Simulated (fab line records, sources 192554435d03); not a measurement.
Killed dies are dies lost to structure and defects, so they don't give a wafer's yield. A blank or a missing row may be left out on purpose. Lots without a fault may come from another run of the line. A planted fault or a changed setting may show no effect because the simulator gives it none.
Split-lot experiment | flow n5_finfet | 7 lots, 28 wafers read, on a route of 1938 steps

THE SPLIT
At N5_BEOL_M1_SPUTTER_48 (material Cu, target thk 4.5 nm, time 8.29 s), the setting target_thk_a was moved away from the recipe's 45 angstrom on 4 of the 28 wafers read, by -32.5% to +56.3%. The other wafers ran this setting at the recipe's value.

The reading is taken at the split's own step.

THE READING
Cu_of_BEOL_M1_SPUTTER_48.thk_nm (the simulator's own value, which no gauge read), in nm, at N5_BEOL_M1_SPUTTER_48 (material Cu, target thk 4.5 nm, time 8.29 s). The file gives no usual value for it. The 24 wafers here that ran the recipe average 4.5 nm, standard deviation 0.087 nm.

wafer  | tool, chamber at the split | target_thk_a as run, angstrom | against the recipe | Cu_of_BEOL_M1_SPUTTER_48.thk_nm, nm | against lot-mates on the recipe
L078.1 | pvd_sputter-02, -          | 45                            | recipe             | 4.4                                 | -
L078.3 | pvd_sputter-02, -          | 45                            | recipe             | 4.4                                 | -
L078.5 | pvd_sputter-02, -          | 45                            | recipe             | 4.4                                 | -
L078.6 | pvd_sputter-02, -          | 45                            | recipe             | 4.4                                 | -
L078.2 | pvd_sputter-02, -          | 45                            | recipe             | 4.6                                 | -
L078.4 | pvd_sputter-02, -          | 45                            | recipe             | 4.6                                 | -
L081.1 | pvd_sputter-02, -          | 45                            | recipe             | 4.4                                 | -
L081.5 | pvd_sputter-02, -          | 45                            | recipe             | 4.4                                 | -
L081.2 | pvd_sputter-02, -          | 69.54                         | +54.5%             | 7                                   | +2.5
L081.6 | pvd_sputter-02, -          | 45                            | recipe             | 4.6                                 | -
L082.1 | pvd_sputter-03, -          | 45                            | recipe             | 4.4                                 | -
L082.3 | pvd_sputter-03, -          | 45                            | recipe             | 4.4                                 | -
L082.2 | pvd_sputter-03, -          | 30.37                         | -32.5%             | 3                                   | -1.5
L082.4 | pvd_sputter-03, -          | 30.37                         | -32.5%             | 2.8                                 | -1.7
L082.5 | pvd_sputter-03, -          | 45                            | recipe             | 4.6                                 | -
L084.1 | pvd_sputter-01, -          | 45                            | recipe             | 4.4                                 | -
L084.2 | pvd_sputter-01, -          | 45                            | recipe             | 4.4                                 | -
L084.6 | pvd_sputter-01, -          | 45                            | recipe             | 4.4                                 | -
L093.1 | pvd_sputter-02, -          | 45                            | recipe             | 4.4                                 | -
L093.2 | pvd_sputter-02, -          | 45                            | recipe             | 4.6                                 | -
L093.5 | pvd_sputter-02, -          | 45                            | recipe             | 4.6                                 | -
L096.1 | pvd_sputter-01, -          | 45                            | recipe             | 4.4                                 | -
L096.4 | pvd_sputter-01, -          | 45                            | recipe             | 4.4                                 | -
L096.6 | pvd_sputter-01, -          | 45                            | recipe             | 4.4                                 | -
L095.1 | pvd_sputter-02, -          | 45                            | recipe             | 4.4                                 | -
L095.2 | pvd_sputter-02, -          | 45                            | recipe             | 4.4                                 | -
L095.5 | pvd_sputter-02, -          | 45                            | recipe             | 4.4                                 | -
L095.3 | pvd_sputter-02, -          | 70.33                         | +56.3%             | 7                                   | +2.6

THE FIT
A straight line over all 28 wafers: Cu_of_BEOL_M1_SPUTTER_48.thk_nm changes by +0.0465 nm for each +1% of target_thk_a; r = +0.99; the points scatter about the line by 0.089 nm.
The same after taking each lot's own level away (the mean of its wafers on the recipe; 28 wafers): +0.0468 nm for each +1%; r = +1.00; scatter 0.078 nm.
On that fit, the largest move of target_thk_a shifts the reading by 2.6 nm.
The lots' own levels span 4.40 to 4.53 nm, that is 1.5 times the standard deviation above.
So the lot-to-lot level changes the slope little: the two slopes agree.
Check: with one of the wafers moved furthest among these (+56.3%) left out of the fit, the line predicts +2.65 nm for it against its lot-mates. It came out at +2.6 nm against them.

OTHER SPLITS ON THESE WAFERS
These wafers also went through other splits before the reading. Each is held against what the fit with the lots' levels taken away leaves over:
other split on the same wafers       | wafers away from the commonest value | r with Cu_of_BEOL_M1_SPUTTER_48.thk_nm (lot level and that fit taken away)
N5_FIN_SAQP_PECVD_48 time_s          | 8                                    | +0.19
N5_ILD0_ALD_15 ald_cycles            | 7                                    | +0.07
N5_GATE_CUT_ALD_22 ald_cycles        | 7                                    | +0.01
N5_MOL_CONTACT_COAG_DESCUM_45 time_s | 11                                   | +0.19

THE FILE'S OWN FIT
Cu_of_BEOL_M1_SPUTTER_48.thk_nm changes by +0.0467 nm for each +1% of target_thk_a, r = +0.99.
